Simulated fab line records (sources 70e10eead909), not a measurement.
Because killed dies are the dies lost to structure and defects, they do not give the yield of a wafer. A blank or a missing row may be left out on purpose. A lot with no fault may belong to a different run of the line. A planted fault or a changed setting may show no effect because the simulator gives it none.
A lot that was struck, set against a sound lot | flow nand harc | 14 out of 1302 route steps
Sound: these wafers, L894.1, L894.3, L894.5. Struck: wafers L900.3, L900.5. (L900.6 of the same lot was not struck and is left out.) The cause comes at the end.
Per side, at each step with rows, come the tool, then ch with its chambers, and then its first start. Under that, the readings that differ: sound wafers | struck wafers | difference of the means | sigmas: that difference in standard deviations of wafers without a fault.
alike: same words and numbers on both sides, and readings whose means sit less than 2 such deviations apart. not compared: any withheld reading, any reading some wafer has no value for, any bound like >300 that may hide the same value, and any number with overlapping values for which the record gives no deviation.
Wherever a step has rows on one side only, a row that says differs or no value, or a row with sigmas, the two part there. When numbers do not overlap yet have no deviation, they are printed without sigmas and do not part them. A reading missing from all wafers of one side parts the sides only when that side holds two or more wafers.

NHARC_A_M0_CMP_23: polishes, t overpolish 20 s, target thk 113.75 nm.
  sound on cmp-01 ch 0,2,3, day 23 08:55; struck on cmp-02 ch 0,2, day 25 16:46
  alike: motor current A, time to endpoint s
NHARC_A_M0_THK_MEAS_24: measures by xrf.
  sound on film metro-01 at day 23 09:14; struck on film metro-01 at day 25 17:01
  alike: thk nm
after that, 1 step had no rows for these wafers: NHARC_A_M0_SRD_25.
NHARC_A_M0_INSPECT_27:
  sound on defect inspect-02 at day 23 09:23; struck on defect inspect-02 at day 25 17:10
  alike: raw defect count
NHARC_A_M0_PRE_CLEAN_31: time 12 s.
  sound on pecvd-02 ch 1,2, day 23 09:28; struck on pecvd-03 ch 1, day 25 17:16
  alike: heater power w
NHARC_A_M0_DEP_32: deposits SiCN, target thk 30 nm.
  sound on pecvd-02 ch 1,2, day 23 09:32; struck on pecvd-03 ch 1, day 25 17:24
  alike: heater power w, showerhead vpp V
then, 5 steps without rows for these wafers: NHARC_A_M1_DEP_00 (deposits SiOC, target thk 182.5 nm); NHARC_A_M1_DEHYDRATE_01 (time 120 s); NHARC_A_M1_HMDS_02 (time 30 s); NHARC_A_M1_COAT_34 (time 65 s); NHARC_A_M1_COAT_03 (resist thk 90 nm).
NHARC_A_M1_SOFTBAKE_04: time 55 s.
  sound on litho track-04 ch 0, day 23 10:00; struck on litho track-01 ch 0, day 25 18:00
  reading                  | sound                | struck        | difference | sigmas
  heater power total W (W) | 188.32 188.77 188.62 | 193.12 193.50 | +4.74      | +34
after that, 1 step had no rows for these wafers: NHARC_A_M1_EBR_05.
NHARC_END_SORT_01:
  the record has rows for the sound wafers here (prober-02 ch 0, day 24 17:46) and none for the struck ones

WHERE THEY PART
Earliest at NHARC_A_M1_SOFTBAKE_04; latest, in this record, at NHARC_END_SORT_01.

WHY: what the simulator had put in
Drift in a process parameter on litho track-01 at NHARC_A_M1_SOFTBAKE_04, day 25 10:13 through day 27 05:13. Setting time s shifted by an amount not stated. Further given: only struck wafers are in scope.
